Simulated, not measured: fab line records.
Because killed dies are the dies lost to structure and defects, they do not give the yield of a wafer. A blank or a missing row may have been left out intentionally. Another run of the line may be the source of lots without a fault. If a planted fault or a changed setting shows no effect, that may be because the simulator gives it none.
Which tool is to blame?	flow n5_finfet	23 lots, 69 wafers sampled, at 6 steps of a route of 1938

WHAT THE GAUGES READ, wafer by wafer
N5_BEOL_M0_SAQP_THK_MEAS_05. Usual: thk_nm 59.9 nm, standard deviation 0.94.
lot	measured	on	thk_nm (nm)	flag
L074	day 5 13:10	film_metro-02	59.2 59.8 61.1	
L075	day 5 17:35	film_metro-02	59.7 61.3 60.4	
L077	day 6 06:31	film_metro-02	60.2 60.4 61.4	
L078	day 6 12:26	film_metro-01	60.4 60.3 61.3	
L079	day 6 20:32	film_metro-01	59.2 60.2 60.0	
L081	day 7 04:32	film_metro-01	58.7 58.9 60.6	
L080	day 7 07:25	film_metro-02	61.3 60.1 62.1	
L082	day 7 15:19	film_metro-02	58.7 59.8 60.0	
L083	day 7 17:23	film_metro-01	59.3 59.0 59.8	
L084	day 7 23:57	film_metro-01	59.4 60.0 60.3	
L085	day 8 07:23	film_metro-02	58.9 59.9 60.7	
L086	day 8 11:21	film_metro-01	60.8 61.8 60.9	
L087	day 8 19:14	film_metro-01	58.1 59.2 58.0	
L088	day 8 22:43	film_metro-02	57.8 59.1 59.2	
L089	day 9 03:41	film_metro-01	59.8 60.4 60.2	
L090	day 9 06:47	film_metro-01	60.5 60.4 61.2	
L091	day 9 14:16	film_metro-01	58.4 59.4 59.2	
L092	day 9 19:06	film_metro-02	59.7 61.1 59.3	
L093	day 10 03:12	film_metro-01	58.4 59.7 60.4	
L094	day 10 07:40	film_metro-01	57.5 58.6 60.1	
L095	day 10 11:29	film_metro-01	59.1 60.9 60.6	
L096	day 10 23:26	film_metro-01	59.0 60.3 59.5	
L097	day 11 08:34	film_metro-01	58.5 57.3 59.3	

N5_BEOL_M0_SAQP_CD_MEAS_40: the cd target is 30 nm. Usual: cd_nm 29.96 nm, standard deviation 0.25.
lot	measured	on	cd_nm (nm)	flag
L074	day 5 18:02	cd_sem-02	29.89 29.94 29.99	
L075	day 5 22:02	cd_sem-01	29.51 29.97 29.84	
L077	day 6 11:04	cd_sem-01	30.06 29.80 29.55	
L078	day 6 17:54	cd_sem-03	30.11 30.10 29.92	
L079	day 7 01:46	cd_sem-02	30.03 30.29 29.75	
L081	day 7 09:46	cd_sem-03	30.18 30.24 30.22	
L080	day 7 12:02	cd_sem-02	29.81 30.05 30.13	
L082	day 7 19:49	cd_sem-03	30.00 30.19 29.95	
L083	day 7 22:14	cd_sem-02	30.12 29.90 29.62	
L084	day 8 04:42	cd_sem-02	29.92 30.12 30.36	
L085	day 8 12:25	cd_sem-01	29.97 29.19 30.06	
L086	day 8 20:23	cd_sem-02	30.26 29.85 30.34	
L087	day 9 02:06	cd_sem-03	29.98 29.97 29.90	
L088	day 9 03:12	cd_sem-03	30.00 29.28 29.70	
L089	day 9 08:20	cd_sem-03	29.86 30.59 30.19	
L090	day 9 11:05	cd_sem-03	29.67 29.77 30.23	
L091	day 9 18:44	cd_sem-02	29.82 30.10 30.19	
L092	day 10 00:30	cd_sem-01	30.07 30.10 30.26	
L093	day 10 07:47	cd_sem-01	29.94 30.31 30.08	
L094	day 10 12:04	cd_sem-02	30.14 29.98 30.21	
L095	day 10 16:10	cd_sem-02	29.48 30.01 30.06	
L096	day 11 04:58	cd_sem-01	29.91 29.94 30.02	
L097	day 11 14:02	cd_sem-03	30.07 29.88 29.86	

EACH LOT AND THE TOOL THAT RAN IT (in order: tool; ch and the chambers of the sampled wafers; start)
lot	N5_MOL_CONTACT_COAG_ETCHBACK_134	N5_BEOL_M0_SAQP_HM_OPEN_112	N5_BEOL_M0_SAQP_ETCH_102	N5_BEOL_M0_SAQP_STRIP_108
L074	rie_diel-01 ch 0,1,2, day 5 06:46	rie_diel-05 ch 1,2,3, day 5 14:09	rie_si-02 ch 0,2,3, day 5 15:52	rie_diel-03 ch 0,3, day 5 16:37
L075	rie_diel-01 ch 1,2,3, day 5 10:41	rie_diel-05 ch 1,2, day 5 18:20	rie_si-05 ch 0,1, day 5 19:54	rie_diel-03 ch 0,2,3, day 5 20:47
L077	rie_diel-01 ch 0,1, day 6 00:19	rie_diel-03 ch 0,3, day 6 07:17	rie_si-02 ch 0,1,2, day 6 09:01	rie_diel-02 ch 0,1, day 6 09:41
L078	rie_diel-06 ch 1,2,3, day 6 06:00	rie_diel-02 ch 0,1,2, day 6 13:12	rie_si-02 ch 0,1,2, day 6 14:43	rie_diel-03 ch 1,2, day 6 15:28
L079	rie_diel-06 ch 1,2,3, day 6 15:28	rie_diel-05 ch 0,2, day 6 21:51	rie_si-01 ch 1,2,3, day 6 23:44	rie_diel-03 ch 0,3, day 7 00:24
L081	rie_diel-04 ch 0,1, day 6 22:04	rie_diel-05 ch 1,2, day 7 05:17	rie_si-05 ch 0,2,3, day 7 07:07	rie_diel-03 ch 1,3, day 7 07:47
L080	rie_diel-01 ch 0,1,2, day 6 22:16	rie_diel-02 ch 0,1, day 7 08:11	rie_si-01 ch 0,3, day 7 10:05	rie_diel-02 ch 0,3, day 7 10:45
L082	rie_diel-01 ch 0,1, day 7 09:17	rie_diel-03 ch 1,2,3, day 7 15:58	rie_si-02 ch 1,3, day 7 17:46	rie_diel-03 ch 1,2, day 7 18:25
L083	rie_diel-01 ch 1,2,3, day 7 09:59	rie_diel-05 ch 1,3, day 7 18:11	rie_si-02 ch 2,3, day 7 19:42	rie_diel-05 ch 0,1,2, day 7 20:22
L084	rie_diel-06 ch 1,3, day 7 16:58	rie_diel-02 ch 0,2, day 8 01:00	rie_si-02 ch 0,3, day 8 02:39	rie_diel-03 ch 0,2,3, day 8 03:19
L085	rie_diel-01 ch 1,2, day 8 01:47	rie_diel-03 ch 0,1,2, day 8 08:02	rie_si-05 ch 1,2, day 8 10:11	rie_diel-03 ch 1,3, day 8 11:02
L086	rie_diel-06 ch 0,3, day 8 05:33	rie_diel-03 ch 1,2, day 8 12:08	rie_si-02 ch 0,1,3, day 8 16:32	rie_diel-03 ch 0,1,3, day 8 17:55
L087	rie_diel-04 ch 1,2,3, day 8 12:58	rie_diel-05 ch 2,3, day 8 20:01	rie_si-01 ch 1,2,3, day 8 23:41	rie_diel-03 ch 0,1,3, day 9 00:21
L088	rie_diel-04 ch 0,3, day 8 17:07	rie_diel-05 ch 1,2,3, day 8 23:38	rie_si-02 ch 1,3, day 9 01:17	rie_diel-03 ch 0,3, day 9 01:56
L089	rie_diel-01 ch 0,1, day 8 22:30	rie_diel-02 ch 0,1,2, day 9 04:20	rie_si-05 ch 2,3, day 9 06:02	rie_diel-02 ch 0,1,3, day 9 06:54
L090	rie_diel-04 ch 0,2,3, day 9 01:32	rie_diel-05 ch 0,1,3, day 9 07:30	rie_si-02 ch 1,2,3, day 9 09:01	rie_diel-02 ch 0,1,2, day 9 09:40
L091	rie_diel-06 ch 0,3, day 9 08:08	rie_diel-05 ch 2,3, day 9 15:08	rie_si-01 ch 1,2,3, day 9 16:38	rie_diel-05 ch 0,3, day 9 17:19
L092	rie_diel-06 ch 0,3, day 9 13:35	rie_diel-05 ch 1,2,3, day 9 19:46	rie_si-05 ch 1,2,3, day 9 21:17	rie_diel-02 ch 0,1,3, day 9 21:56
L093	rie_diel-06 ch 0,2, day 9 21:34	rie_diel-02 ch 1,2,3, day 10 03:58	rie_si-02 ch 0,1,2, day 10 05:41	rie_diel-05 ch 0,1,3, day 10 06:21
L094	rie_diel-01 ch 0,2,3, day 10 00:14	rie_diel-02 ch 1,2,3, day 10 08:27	rie_si-01 ch 0,1,3, day 10 10:09	rie_diel-02 ch 0,1,3, day 10 10:49
L095	rie_diel-01 ch 0,1,2, day 10 06:17	rie_diel-02 ch 0,1,3, day 10 12:16	rie_si-05 ch 2,3, day 10 13:47	rie_diel-03 ch 2,3, day 10 14:27
L096	rie_diel-06 ch 0,2,3, day 10 16:54	rie_diel-03 ch 0,1,3, day 11 00:12	rie_si-02 ch 0,1,3, day 11 02:52	rie_diel-03 ch 1,2,3, day 11 03:32
L097	rie_diel-01 ch 0,3, day 11 01:39	rie_diel-05 ch 1,3, day 11 09:20	rie_si-01 ch 0,1, day 11 11:21	rie_diel-03 ch 0,1,2, day 11 12:12
- N5_MOL_CONTACT_COAG_ETCHBACK_134: etches SiO2 in CHF3, target depth 10 nm, time 6.7 s.
- N5_BEOL_M0_SAQP_HM_OPEN_112: chemistry CHF3/O2, target SiO2, stops on a-Si, target depth 12 nm, time 13.5 s.
- N5_BEOL_M0_SAQP_ETCH_102: etches SiO2 in CF4, target depth 4 nm, time 4.4 s.
- N5_BEOL_M0_SAQP_STRIP_108: strips in N2/H2.

AS READ BY THE TOOLS THEMSELVES (means over the sampled wafers that have a number; for cases with no such wafer, the mark the record gives instead)
N5_MOL_CONTACT_COAG_ETCHBACK_134. Usual: drypump_motor_current_A 5.66 A, standard deviation 0.29; oes_product_au 0.80 a.u., standard deviation 0.079; rf_vpp_V 527 V, standard deviation 17; showerhead_plenum_p_Torr 2.40 Torr, standard deviation 0.062; throttle_valve_pct 18.75 %, standard deviation 0.3.
lot	tool	drypump_motor_current_A (A)	oes_product_au (a.u.)	rf_vpp_V (V)	showerhead_plenum_p_Torr (Torr)	throttle_valve_pct (%)	flag
L074	rie_diel-01	5.52	0.79	521	2.39	18.89	
L075	rie_diel-01	5.63	0.77	531	2.38	18.97	
L077	rie_diel-01	5.41	0.80	528	2.44	18.79	
L078	rie_diel-06	5.87	0.79	516	2.43	18.82	
L079	rie_diel-06	5.89	0.80	516	2.43	18.82	
L081	rie_diel-04	5.68	0.77	541	2.39	18.55	
L080	rie_diel-01	5.51	0.77	522	2.38	18.91	
L082	rie_diel-01	5.41	0.78	528	2.43	18.79	
L083	rie_diel-01	5.66	0.75	531	2.37	18.99	
L084	rie_diel-06	6.01	0.78	507	2.42	18.73	
L085	rie_diel-01	5.77	0.69	524	2.33	19.20	
L086	rie_diel-06	5.69	0.83	540	2.35	18.35	
L087	rie_diel-04	5.69	0.74	524	2.39	18.62	
L088	rie_diel-04	6.18	0.82	533	2.36	18.58	
L089	rie_diel-01	5.42	0.78	530	2.43	18.82	
L090	rie_diel-04	5.94	0.78	525	2.40	18.54	
L091	rie_diel-06	5.72	0.82	541	2.35	18.38	
L092	rie_diel-06	5.76	0.82	540	2.34	18.38	
L093	rie_diel-06	5.63	0.82	538	2.38	18.73	
L094	rie_diel-01	5.48	0.89	524	2.45	18.75	
L095	rie_diel-01	5.51	0.84	524	2.46	18.83	
L096	rie_diel-06	5.77	0.80	530	2.37	18.63	
L097	rie_diel-01	5.26	0.83	519	2.39	18.61	

N5_BEOL_M0_SAQP_HM_OPEN_112. Usual: drypump_motor_current_A 5.8 A, standard deviation 0.46; oes_product_au 0.52 a.u., standard deviation 0.041; rf_vpp_V 526 V, standard deviation 12; showerhead_plenum_p_Torr 2.40 Torr, standard deviation 0.048; throttle_valve_pct 18.73 %, standard deviation 0.21.
lot	tool	drypump_motor_current_A (A)	oes_product_au (a.u.)	rf_vpp_V (V)	showerhead_plenum_p_Torr (Torr)	throttle_valve_pct (%)	flag
L074	rie_diel-05	6.0	0.53	515	2.43	18.72	
L075	rie_diel-05	5.8	0.51	512	2.47	18.57	
L077	rie_diel-03	5.7	0.56	532	2.37	18.65	
L078	rie_diel-02	5.8	0.53	532	2.37	18.64	
L079	rie_diel-05	5.9	0.52	517	2.41	18.64	
L081	rie_diel-05	5.8	0.51	511	2.47	18.58	
L080	rie_diel-02	5.5	0.56	538	2.36	18.47	
L082	rie_diel-03	5.7	0.54	526	2.45	18.64	
L083	rie_diel-05	6.1	0.52	522	2.41	18.92	
L084	rie_diel-02	6.1	0.50	531	2.39	18.74	
L085	rie_diel-03	5.2	0.53	533	2.43	18.75	
L086	rie_diel-03	5.5	0.51	526	2.47	18.80	
L087	rie_diel-05	6.2	0.53	520	2.38	18.92	
L088	rie_diel-05	6.0	0.52	515	2.42	18.75	
L089	rie_diel-02	5.9	0.51	531	2.36	18.68	
L090	rie_diel-05	6.0	0.49	525	2.41	18.87	
L091	rie_diel-05	6.1	0.53	514	2.40	18.76	
L092	rie_diel-05	6.0	0.51	516	2.42	18.77	
L093	rie_diel-02	5.9	0.49	529	2.36	18.85	
L094	rie_diel-02	5.8	0.49	530	2.36	18.85	
L095	rie_diel-02	5.5	0.52	537	2.35	18.67	
L096	rie_diel-03	5.6	0.54	532	2.40	18.63	
L097	rie_diel-05	5.9	0.49	516	2.44	18.82	

N5_BEOL_M0_SAQP_ETCH_102. Usual: drypump_motor_current_A 5.5 A, standard deviation 0.4; oes_product_au 0.997 a.u., standard deviation 0.02; throttle_valve_pct 21.62 %, standard deviation 0.23.
lot	tool	drypump_motor_current_A (A)	oes_product_au (a.u.)	throttle_valve_pct (%)	flag
L074	rie_si-02	5.3	1.014	21.53	
L075	rie_si-05	5.5	0.989	21.57	
L077	rie_si-02	5.3	0.993	21.52	
L078	rie_si-02	5.3	0.993	21.52	
L079	rie_si-01	5.8	0.992	21.89	
L081	rie_si-05	5.8	0.985	21.81	
L080	rie_si-01	6.1	0.989	21.79	
L082	rie_si-02	5.2	0.989	21.50	
L083	rie_si-02	5.5	1.002	21.55	
L084	rie_si-02	5.1	1.008	21.50	
L085	rie_si-05	5.4	0.970	21.83	
L086	rie_si-02	5.2	1.002	21.50	
L087	rie_si-01	5.9	0.995	21.89	
L088	rie_si-02	5.2	1.011	21.50	
L089	rie_si-05	5.9	0.979	22.02	
L090	rie_si-02	5.3	1.002	21.52	
L091	rie_si-01	5.9	0.998	21.90	
L092	rie_si-05	5.6	0.990	21.87	
L093	rie_si-02	5.3	1.003	21.52	
L094	rie_si-01	6.1	1.003	21.64	
L095	rie_si-05	5.8	0.987	21.90	
L096	rie_si-02	5.2	1.004	21.50	
L097	rie_si-01	5.9	1.004	21.36	

N5_BEOL_M0_SAQP_STRIP_108. Usual: drypump_motor_current_A 5.7 A (standard deviation 0.59); h2_flow_sccm 300.2 sccm (standard deviation 0.88); oes_product_au 0.81 a.u. (standard deviation 0.068); power_w 500.0 W (standard deviation 1.6); rf_vpp_V 121.8 V (standard deviation 0.98); showerhead_plenum_p_Torr 3.36 Torr (standard deviation 0.069); throttle_valve_pct 18.96 % (standard deviation 0.28).
lot	tool	drypump_motor_current_A (A)	h2_flow_sccm (sccm)	oes_product_au (a.u.)	power_w (W)	rf_vpp_V (V)	showerhead_plenum_p_Torr (Torr)	throttle_valve_pct (%)	flag
L074	rie_diel-03	6.2	300.8	0.85	500.7	121.0	3.36	18.98	
L075	rie_diel-03	5.9	300.2	0.80	499.5	122.7	3.38	18.93	
L077	rie_diel-02	5.5	300.3	0.87	500.9	120.5	3.30	18.83	
L078	rie_diel-03	5.1	299.3	0.87	500.6	122.4	3.45	18.72	
L079	rie_diel-03	6.2	300.3	0.85	499.6	121.5	3.36	19.00	
L081	rie_diel-03	6.0	300.7	0.86	499.1	122.1	3.42	18.92	
L080	rie_diel-02	5.4	300.3	0.85	500.3	120.9	3.34	18.94	
L082	rie_diel-03	5.4	299.7	0.77	501.3	123.1	3.44	18.79	
L083	rie_diel-05	5.8	300.4	0.76	499.3	122.4	3.38	18.73	
L084	rie_diel-03	5.9	300.4	0.79	500.1	121.4	3.37	18.94	
L085	rie_diel-03	5.4	300.9	0.88	500.6	121.2	3.42	18.79	
L086	rie_diel-03	5.6	299.9	0.86	499.4	122.6	3.37	18.89	
L087	rie_diel-03	5.6	299.8	0.85	500.7	121.5	3.37	18.89	
L088	rie_diel-03	6.2	300.9	0.82	500.0	121.7	3.35	19.03	
L089	rie_diel-02	5.5	300.1	0.80	500.7	121.6	3.31	19.17	
L090	rie_diel-02	5.8	300.2	0.79	500.7	121.2	3.29	18.97	
L091	rie_diel-05	6.0	301.5	0.75	498.1	121.3	3.30	19.36	
L092	rie_diel-02	5.5	301.1	0.81	499.0	121.7	3.31	19.18	
L093	rie_diel-05	6.0	299.6	0.75	499.2	121.6	3.34	19.12	
L094	rie_diel-02	5.5	300.2	0.79	499.7	120.6	3.31	19.17	
L095	rie_diel-03	6.1	300.3	0.73	499.9	122.7	3.41	18.95	
L096	rie_diel-03	5.7	299.8	0.79	499.3	122.5	3.41	18.90	
L097	rie_diel-03	5.3	300.3	0.79	500.8	121.6	3.37	18.86	

THE ANSWER, worked out from the rows above alone
Rule: take the mean of a lot's wafers that have a number; if it is more than 3 standard deviations from the usual mean, the lot is off. A lot without any number at a reading at which 4 lots or more have one is off too. Any other lot the step has rows for is counted as sound. Order of review: gauges by route order, followed by the tools' own readings, for which a lot's mean as printed above is used. At the first step where some lot is off, the reading lying furthest off is the one used; lots without a number count as furthest.
None of the lots is off at any reading shown; this tells nothing.

WHAT THE SIMULATOR HAD PUT IN
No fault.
